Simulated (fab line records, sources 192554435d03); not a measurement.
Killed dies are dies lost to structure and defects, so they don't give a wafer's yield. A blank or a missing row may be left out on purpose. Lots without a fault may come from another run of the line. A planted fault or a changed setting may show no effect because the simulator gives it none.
Chamber matching | flow n5_finfet | N5_BEOL_M5_STRIP_64 on rie_diel-01: 4 sister chambers
The step strips in CF4. 4 wafers are shown with their chamber, then 10 later ones without.

WAFERS WITH THEIR CHAMBER
wafer  | chamber | showerhead_plenum_p_Torr (Torr)
L082.3 | 2       | 1.78
L084.3 | 1       | 1.82
L086.2 | 0       | 1.84
L086.3 | 3       | 1.72

WAFERS WITHOUT THEIR CHAMBER
wafer  | showerhead_plenum_p_Torr (Torr)
L086.5 | 1.82
L089.1 | 1.78
L089.5 | 1.82
L089.6 | 1.84
L093.2 | 1.72
L093.4 | 1.78
L093.5 | 1.78
L097.1 | 1.81
L097.3 | 1.72
L097.5 | 1.77

WHICH CHAMBER EACH WENT THROUGH
wafer  | from the rows above | in truth
L086.5 | 1                   | 1
L089.1 | 2                   | 2
L089.5 | 1                   | 1
L089.6 | 0                   | 0
L093.2 | 3                   | 3
L093.4 | 2                   | 2
L093.5 | 2                   | 2
L097.1 | 1                   | 1
L097.3 | 3                   | 3
L097.5 | 2                   | 2
Placed correctly: 10 of 10. Can't be placed from these rows: 0. Placed wrongly: 0.
How it was worked out, from the rows above alone: a wafer's distance from a chamber is the root of the sum, over the readings, of the square of ((its reading less the chamber's mean) divided by the reading's scatter). The wafer belongs to the nearest chamber; if the next one is less than 2 further off, it can't be placed. A chamber's mean is the mean of its shown wafers. The scatter: with one shown wafer a chamber, the root of the mean of the squares of how far each hidden wafer lies from its nearest shown one.
